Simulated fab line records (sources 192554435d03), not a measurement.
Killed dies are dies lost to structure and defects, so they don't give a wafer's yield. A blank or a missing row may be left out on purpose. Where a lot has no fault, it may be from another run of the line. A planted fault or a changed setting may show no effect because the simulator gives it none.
Lot-split experiment    flow n5 finfet    21 wafers read from 7 lots, route of 1938 steps

== THE SPLIT ITSELF ==
At N5_BEOL_M11_VIA_ETCH_34 (etches SiCOH lowk in C4F6/O2, target depth 184.5 nm, time 69.2 s), the setting source w was moved away from the recipe's 345 W on 6 of the 21 wafers read, by -16.0% to +13.5%. This setting was run at the recipe's value on the other wafers.

The reading comes from the split's own step.

== THE READING ==
rf vpp V, in V, at N5_BEOL_M11_VIA_ETCH_34 (etches SiCOH lowk in C4F6/O2, target depth 184.5 nm, time 69.2 s). A value of 666 V with a standard deviation of 8.8 V is what fault-free wafers of this fab line usually give.

wafer   tool, chamber at the split  source w as run, W  against the recipe  rf vpp V, V  against lot-mates on the recipe
L079.3  rie diel-06, 2              321.8               -6.7%               683          +33
L079.4  rie diel-06, 1              345                 recipe              650          -
L079.5  rie diel-06, 0              321.8               -6.7%               697          +47
L087.2  rie diel-04, 3              345                 recipe              662          -
L087.4  rie diel-04, 0              345                 recipe              682          -
L087.5  rie diel-04, 0              321.6               -6.8%               707          +35
L089.2  rie diel-04, 2              345                 recipe              670          -
L089.5  rie diel-04, 0              345                 recipe              684          -
L089.6  rie diel-04, 2              345                 recipe              671          -
L091.1  rie diel-03, 1              345                 recipe              657          -
L091.4  rie diel-03, 2              289.9               -16.0%              725          +60
L091.6  rie diel-03, 0              345                 recipe              673          -
L093.2  rie diel-03, 0              345                 recipe              673          -
L093.5  rie diel-03, 2              298.1               -13.6%              713          +42
L093.6  rie diel-03, 3              345                 recipe              668          -
L094.3  rie diel-04, 2              345                 recipe              671          -
L094.4  rie diel-04, 3              345                 recipe              662          -
L094.5  rie diel-04, 2              345                 recipe              671          -
L097.1  rie diel-03, 1              345                 recipe              657          -
L097.3  rie diel-03, 3              345                 recipe              668          -
L097.5  rie diel-03, 3              391.5               +13.5%              627          -36

THE FIT
A straight line over all 21 wafers: rf vpp V changes by -3.43 V for each +1% of source w; r = -0.92; the points scatter about the line by 9 V.
The same after taking each lot's own level away (the mean of its wafers on the recipe; 21 wafers): -3.56 V for each +1%; r = -0.93; scatter 8.5 V.
The reading moves by 57 V for the largest change in source w, on that fit.
From 650.0 to 675.0 V: that is the span of the lots' own levels, equal to 2.8 times the standard deviation above.
Hence the lot-to-lot level has little effect on the slope; both slopes agree.
Check: +59 V against its lot-mates is what the line predicts for one of the wafers moved furthest among these (-16.0%) when that wafer is left out of the fit. Against them it came out at +60 V.
Tool readings at the split's step, against how far the setting was moved: rf vpp V r = -0.92.

== OTHER SPLITS APPLIED TO THESE WAFERS ==
Before the reading, these wafers also passed through other splits. Each is held against what the fit with the lots' levels taken away leaves over:
other split on the same wafers  wafers away from the commonest value  r with rf vpp V (lot level and that fit taken away)
N5_BEOL_M8_DESCUM_16 time s     8                                     -0.24
N5_BEOL_M9_COAT_05 spin rpm     10                                    -0.10
N5_BEOL_M9_ETCH_62 time s       8                                     +0.14
N5_BEOL_M11_PECVD_70 temp c     9                                     +0.06
N5_BEOL_M11_ETCH_66 time s      9                                     -0.23

== THE FILE'S OWN FIT ==
rf vpp V changes by -3.56 V for each +1% of source w, r = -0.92.
